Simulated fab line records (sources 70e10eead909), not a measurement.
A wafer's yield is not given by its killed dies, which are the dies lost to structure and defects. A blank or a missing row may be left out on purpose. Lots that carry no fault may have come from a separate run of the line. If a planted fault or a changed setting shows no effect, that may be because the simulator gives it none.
The tool behind it: which one? :: flow nand_harc :: 6 lots with 18 wafers sampled at 2 steps, on a route of 1159 steps

WHAT THE GAUGES READ, wafer by wafer
NHARC_P_GATE_CD_MEAS_59 targets a cd of 720 nm.
lot: L150
measured: day 6 02:22
on: cd_sem-03
cd_nm (nm): 720.4 719.7 723.5

lot: L160
measured: day 8 16:35
on: cd_sem-01
cd_nm (nm): 722.5 721.1 721.7

lot: L161
measured: day 9 05:22
on: cd_sem-02
cd_nm (nm): 719.3 720.5 721.4

lot: L165
measured: day 10 01:23
on: cd_sem-01
cd_nm (nm): 721.5 717.2 718.5

lot: L166
measured: day 10 06:31
on: cd_sem-03
cd_nm (nm): 718.6 717.2 717.4

lot: L168
measured: day 10 13:16
on: cd_sem-03
cd_nm (nm): 720.5 719.1 721.8

EACH LOT AND THE TOOL THAT RAN IT (in order: tool; ch and the chambers of the sampled wafers; start)
lot: L150
NHARC_P_GATE_EXPOSE_56: krf_scanner-01 ch 0, day 6 02:13

lot: L160
NHARC_P_GATE_EXPOSE_56: krf_scanner-02 ch 0, day 8 16:26

lot: L161
NHARC_P_GATE_EXPOSE_56: krf_scanner-02 ch 0, day 9 05:13

lot: L165
NHARC_P_GATE_EXPOSE_56: krf_scanner-01 ch 0, day 10 01:14

lot: L166
NHARC_P_GATE_EXPOSE_56: krf_scanner-04 ch 0, day 10 06:21

lot: L168
NHARC_P_GATE_EXPOSE_56: krf_scanner-04 ch 0, day 10 13:07
- NHARC_P_GATE_EXPOSE_56: exposes mask P PSD, target cd 720 nm.

THE ANSWER, worked out from the rows above alone
Rule: usual is defined by the lots themselves. Put in order of their means at a reading, lots are off if they are a third of the lots or fewer, leave a main group of 4 or more, and stand apart from it by a gap of 3 or more times the standard deviation of the main group's means; of several such gaps the widest counts. If all means in a main group match to the digits the tables above print for the reading, that group is not used. Also off: a lot with no number at a reading for which 4 or more lots have one. Any other lot the step has rows for is counted as sound.
None of the lots is off at any reading shown; this tells nothing.

WHAT WAS PUT IN BY THE SIMULATOR
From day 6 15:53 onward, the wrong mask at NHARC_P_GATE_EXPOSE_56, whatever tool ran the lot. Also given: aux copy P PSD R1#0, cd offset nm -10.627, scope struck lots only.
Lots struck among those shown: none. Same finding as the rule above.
